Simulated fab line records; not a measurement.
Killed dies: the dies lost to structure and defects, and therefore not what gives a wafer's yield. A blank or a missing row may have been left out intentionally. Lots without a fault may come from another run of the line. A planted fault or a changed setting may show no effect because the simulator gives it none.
Which tool was responsible? -- flow nandHarc -- 33 wafers from 11 lots sampled at 6 of the route's 1302 steps

== WHAT THE GAUGES READ, wafer by wafer ==
NHARC_A_M0_CD_MEAS_16.
lot,measured,on,cdNm (nm)
L963,day 23 09:16,cdSem-03,80.8 80.7 80.2
L962,day 23 09:54,cdSem-02,80.9 81.3 81.4
L964,day 23 15:17,cdSem-03,79.4 79.2 78.6
L966,day 25 07:57,cdSem-01,79.8 80.9 80.1
L973,day 26 22:41,cdSem-03,79.4 79.1 79.3
L974,day 27 18:17,cdSem-03,79.9 79.7 80.4
L975,day 28 12:52,cdSem-03,80.2 79.3 80.2
L978,day 29 00:16,cdSem-03,80.3 79.5 79.9
L981,day 31 01:15,cdSem-01,81.0 81.6 81.1
L982,day 31 15:28,cdSem-03,80.1 78.6 79.2
L985,day 32 14:17,cdSem-02,80.8 81.4 80.7

NHARC_A_M1_CD_MEAS_09 targets a cd of 120 nm.
lot,measured,on,cdNm (nm)
L963,day 23 12:48,cdSem-03,119.9 120.7 119.9
L962,day 23 13:53,cdSem-02,120.5 120.6 120.4
L964,day 23 18:44,cdSem-02,120.0 120.0 119.8
L966,day 25 11:25,cdSem-02,120.8 120.8 120.8
L973,day 27 02:14,cdSem-03,119.6 118.5 120.1
L974,day 27 21:44,cdSem-03,118.8 118.2 120.1
L975,day 28 16:20,cdSem-02,119.6 120.7 120.2
L978,day 29 03:52,cdSem-03,120.5 119.9 120.1
L981,day 31 04:49,cdSem-02,119.9 119.6 119.6
L982,day 31 19:22,cdSem-01,120.9 120.2 121.0
L985,day 32 17:53,cdSem-01,119.6 119.5 119.2

NHARC_A_M1_INSPECT_11.
lot,measured,on,rawDefectCount
L963,day 23 12:55,defectInspect-02,112 113 114
L962,day 23 14:01,defectInspect-01,44 54 47
L964,day 23 18:51,defectInspect-01,158 172 166
L966,day 25 11:32,defectInspect-01,153 166 165
L973,day 27 02:22,defectInspect-01,80 97 90
L974,day 27 21:52,defectInspect-01,75 57 92
L975,day 28 16:27,defectInspect-02,101 81 96
L978,day 29 03:59,defectInspect-01,75 86 95
L981,day 31 04:56,defectInspect-01,87 90 82
L982,day 31 19:29,defectInspect-02,101 82 82
L985,day 32 18:01,defectInspect-01,116 103 103

NHARC_END_SORT_01.
lot,measured,on,defectLimitedYield (%),killedAtArray,killedAtOther,killedAtPeriphery,killedDies,killedOpen,killedShort,sort_bin_2_pct (%),sort_bin_3_pct (%),sort_bin_4_pct (%),sortNPass,sortRimYieldPct (%),sortYieldPct (%)
L963,day 25 01:52,prober-02,86.7 87.9 87.9,84 72 76,1 4 0,5 6 6,90 82 82,1 4 5,0 2 0,4.6 3.2 4.4,0.6 0.9 0.4,8.1 8.0 7.2,587 595 595,89 79 94,86.7 87.9 87.9
L962,day 25 00:17,prober-01,93.9 95.1 97.6,38 30 13,1 1 1,2 2 2,41 33 16,3 3 2,3 2 1,1.5 1.6 0.4,0.4 0 0,4.1 3.2 1.9,636 644 661,93 89 93,93.9 95.1 97.6
L964,day 25 09:43,prober-02,88.3 84.9 84.0,74 98 103,0 1 1,5 3 4,79 102 108,3 4 1,3 1 3,3.5 6.2 5.6,1.6 1.3 1.3,6.5 7.5 9.0,598 575 569,91 81 86,88.3 84.9 84.0
L966,day 27 02:41,prober-02,88.5 87.6 89.2,73 78 69,0 2 0,5 4 4,78 84 73,2 3 4,4 3 3,4.3 5.3 3.8,1.0 0.4 1.5,6.2 6.6 5.5,599 593 604,92 87 82,88.5 87.6 89.2
L973,day 28 15:58,prober-02,91.0 89.4 92.3,59 68 49,1 0 1,1 4 2,61 72 52,4 2 3,3 1 2,2.7 4.4 3.5,1.5 0.6 0.3,4.9 5.6 3.8,616 605 625,91 97 84,91.0 89.4 92.3
L974,day 29 09:58,prober-02,88.6 94.2 90.0,69 32 60,2 2 1,6 5 7,77 39 68,10 4 6,4 3 1,4.4 2.2 3.2,0.4 0.4 0.4,6.5 3.1 6.4,600 638 609,97 89 92,88.6 94.2 90.0
L975,day 30 02:03,prober-02,87.6 91.6 89.7,72 49 67,1 1 0,11 7 3,84 57 70,4 6 5,1 5 1,4.0 3.5 3.8,0.9 0.6 0.6,7.5 4.3 5.9,593 620 607,97 85 92,87.6 91.6 89.7
L978,day 30 16:07,prober-02,90.4 95.6 93.4,59 25 43,0 0 0,6 5 2,65 30 45,7 5 4,2 0 4,3.4 1.8 2.2,0.6 0.3 0.9,5.6 2.4 3.5,612 647 632,93 89 90,90.4 95.6 93.4
L981,day 32 20:59,prober-02,92.2 91.9 93.1,43 50 40,2 2 1,8 3 6,53 55 47,3 0 4,5 1 2,3.8 3.2 3.1,0.1 0.4 0.3,3.8 4.4 3.5,624 622 630,89 90 90,92.2 91.9 93.1
L982,day 33 09:10,prober-02,90.0 90.7 91.1,65 62 58,1 0 0,2 1 2,68 63 60,4 5 3,1 6 3,3.7 4.1 4.0,0.7 0.6 0.3,5.6 4.6 4.6,609 614 617,94 97 92,90.0 90.7 91.1
L985,day 34 05:14,prober-01,89.2 91.0 88.6,68 59 75,3 1 1,2 1 1,73 61 77,4 7 2,0 0 1,2.7 3.2 3.1,0.7 0.9 0.9,7.4 4.9 7.4,604 616 600,88 86 87,89.2 91.0 88.6

== WHAT TOOL EACH LOT RAN ON (gives the tool, then ch and the chambers of the sampled wafers, and finally the start) ==
lot,NHARC_A_M1_PEB_07,NHARC_A_M1_ETCH_35
L963,"lithoTrack-04 ch 0, day 23 12:43","rieDiel-04 ch 0,2, day 23 13:04"
L962,"lithoTrack-01 ch 0, day 23 13:49","rieDiel-12 ch 0,1,3, day 23 14:10"
L964,"lithoTrack-04 ch 0, day 23 18:38","rieDiel-10 ch 1,2,3, day 23 19:01"
L966,"lithoTrack-04 ch 0, day 25 11:20","rieDiel-04 ch 0,1,2, day 25 11:41"
L973,"lithoTrack-04 ch 0, day 27 02:10","rieDiel-04 ch 0,2,3, day 27 02:31"
L974,"lithoTrack-04 ch 0, day 27 21:39","rieDiel-10 ch 0,1,3, day 27 22:00"
L975,"lithoTrack-06 ch 0, day 28 16:15","rieDiel-12 ch 1,2,3, day 28 16:36"
L978,"lithoTrack-06 ch 0, day 29 03:47","rieDiel-10 ch 0,1,3, day 29 04:08"
L981,"lithoTrack-04 ch 0, day 31 04:44","rieDiel-12 ch 1,2,3, day 31 05:06"
L982,"lithoTrack-04 ch 0, day 31 19:17","rieDiel-04 ch 0,1, day 31 19:38"
L985,"lithoTrack-01 ch 0, day 32 17:48","rieDiel-10 ch 1,2, day 32 18:09"
- NHARC_A_M1_PEB_07: peb time 65 s.
- NHARC_A_M1_ETCH_35: etches the open film in N2/H2, target depth 40 nm, overetch 12 nm, time 43.94 s.

== AS READ BY THE TOOLS THEMSELVES (means over the sampled wafers that have a number; for cases with no such wafer, the mark the record gives instead) ==
NHARC_A_M1_PEB_07.
lot,tool,chillPlateTempC (C),heaterPowerTotalW (W)
L963,lithoTrack-04,22.98,157.0
L962,lithoTrack-01,23.07,156.7
L964,lithoTrack-04,22.86,156.7
L966,lithoTrack-04,22.99,156.9
L973,lithoTrack-04,22.95,159.2
L974,lithoTrack-04,23.07,159.1
L975,lithoTrack-06,22.96,157.0
L978,lithoTrack-06,23.16,157.1
L981,lithoTrack-04,22.99,157.0
L982,lithoTrack-04,22.89,156.5
L985,lithoTrack-01,23.13,156.9

NHARC_A_M1_ETCH_35.
lot,tool,drypumpMotorCurrentA (A),oesProductAu (a.u.),rfFwdPowerW (W),rfVppV (V),showerheadPlenumPTorr (Torr),throttleValvePct (%)
L963,rieDiel-04,5.9,0.994,394.4,427.2,1.94,14.178
L962,rieDiel-12,5.6,0.999,395.5,430.7,2.04,14.175
L964,rieDiel-10,6.0,1.003,394.8,432.6,2.11,14.162
L966,rieDiel-04,5.8,1.001,395.8,427.8,1.96,14.161
L973,rieDiel-04,5.7,0.998,395.0,427.9,1.95,14.171
L974,rieDiel-10,6.0,0.999,396.5,430.8,2.04,14.171
L975,rieDiel-12,6.2,1.003,395.1,431.3,2.08,14.175
L978,rieDiel-10,6.0,0.998,396.3,430.3,2.04,14.173
L981,rieDiel-12,6.2,1.001,393.8,431.4,2.08,14.162
L982,rieDiel-04,5.8,1.003,396.8,428.7,1.96,14.169
L985,rieDiel-10,5.4,1.005,396.1,433.8,2.19,14.171

== THE ANSWER, worked out from the rows above alone ==
Rule: the usual values come from the lots themselves. The widest of any qualifying gaps counts: lots, ordered by their means at a reading, are off when they make up no more than a third of the lots, leave a main group of 4 or more, and stand apart from it by 3 or more times the standard deviation of that group's means. Not used: any main group whose means are identical at the precision the tables above print for the reading. Also off: a lot with no number at a reading for which 4 or more lots have one. The other lots that the step has rows for count as sound. The gauges are gone through in route order, then the tools' own readings, and for those a lot's mean is taken as printed above. At the first step where some lot is off, the reading lying furthest off is the one used; lots without a number count as furthest.
Off: L973, L974 (NHARC_A_M1_PEB_07, heaterPowerTotalW). Main group: mean 156.9 W, sd 0.18.
A tool fits if, at that step or a process step before it, it ran every lot that is off, and no sound lot after the first of them. Not one of the candidates tried fits.

== WHAT THE SIMULATOR PUT IN ==
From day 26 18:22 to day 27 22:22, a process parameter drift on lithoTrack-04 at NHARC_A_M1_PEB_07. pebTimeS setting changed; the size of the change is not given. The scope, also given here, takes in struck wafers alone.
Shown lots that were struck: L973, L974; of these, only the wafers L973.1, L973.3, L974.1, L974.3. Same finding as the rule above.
